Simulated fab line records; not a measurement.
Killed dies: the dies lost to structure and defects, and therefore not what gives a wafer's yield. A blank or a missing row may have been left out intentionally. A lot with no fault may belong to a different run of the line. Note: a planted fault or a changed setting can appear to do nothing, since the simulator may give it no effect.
Matching of chambers | flow nand-harc | NHARC_A_STAIRCASE_TRIM_196 on rie-diel-09 has 4 sister chambers
The step chemistry O2, time 211.2 s. 16 wafers are shown with their chamber, then 8 later ones without.

## WAFERS, EACH WITH ITS CHAMBER
wafer  | chamber | drypump-motor-current-A (A) | showerhead-plenum-p-Torr (Torr) | oes-product-au (a.u.)
L463.1 | 3       | 5.6                         | 3.28                            | 0.993
L463.3 | 1       | 4.9                         | 3.50                            | 0.999
L463.4 | 2       | 4.9                         | 3.51                            | 0.996
L465.2 | 2       | 4.9                         | 3.50                            | 1.002
L465.5 | 2       | 4.9                         | 3.50                            | 1.000
L465.6 | 1       | 4.9                         | 3.49                            | 0.998
L468.2 | 1       | 4.9                         | 3.49                            | 1.003
L468.3 | 2       | 4.9                         | 3.50                            | 1.007
L468.4 | 3       | 5.6                         | 3.80                            | 0.996
L470.2 | 0       | 5.1                         | 3.53                            | 0.991
L470.3 | 1       | 4.9                         | 3.49                            | 1.000
L470.4 | 3       | 5.5                         | 3.80                            | 0.994
L472.2 | 0       | 5.0                         | 3.52                            | 0.994
L472.4 | 3       | 5.5                         | 3.80                            | 0.996
L472.5 | 1       | 4.9                         | 3.48                            | 0.993
L475.1 | 3       | 5.6                         | 3.80                            | 0.990

SIGNATURES (means of the wafers above)
reading                  | chamber 0 | chamber 1 | chamber 2 | chamber 3 | scatter within a chamber
drypump-motor-current-A  | 5.050     | 4.900     | 4.900     | 5.560     | 0.0376
showerhead-plenum-p-Torr | 3.5250    | 3.4900    | 3.5025    | 3.6960    | 0.134
oes-product-au           | 0.99250   | 0.99860   | 1.00125   | 0.99380   | 0.00348
Rule: for each reading, subtract the chamber's mean from the wafer's reading, divide by that reading's scatter and square the result; add these up over the readings and take the root, which gives the wafer's distance from the chamber. If the next closest chamber is less than 2 further off than the closest, the wafer can't be placed; otherwise it belongs to the closest. The scatter: take each reading less its chamber's mean, square it, sum over the shown wafers, divide by the number of wafers less the number of chambers, and take the root.

## WAFERS WHOSE CHAMBER IS MISSING
wafer  | drypump-motor-current-A (A) | showerhead-plenum-p-Torr (Torr) | oes-product-au (a.u.)
L475.2 | 4.9                         | 3.49                            | 0.998
L475.4 | 4.9                         | 3.48                            | 0.998
L483.1 | 4.9                         | 3.47                            | 1.018
L483.4 | 4.9                         | 3.49                            | 1.007
L483.6 | 5.1                         | 3.51                            | 0.997
L485.1 | 5.1                         | 3.51                            | 1.002
L485.3 | 5.5                         | 3.78                            | 0.992
L485.4 | 4.9                         | 3.49                            | 1.012

## WHICH CHAMBER EACH WENT THROUGH
wafer  | from the rows above     | in truth
L475.2 | can't be placed: 1 or 2 | 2
L475.4 | can't be placed: 1 or 2 | 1
L483.1 | can't be placed: 2 or 1 | 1
L483.4 | can't be placed: 2 or 1 | 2
L483.6 | 0                       | 0
L485.1 | 0                       | 0
L485.3 | 3                       | 3
L485.4 | can't be placed: 2 or 1 | 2
Placed correctly: 3 of 8. Unplaceable from these rows: 5, with the true chamber sitting among the candidates in 5. 0 placed wrongly.
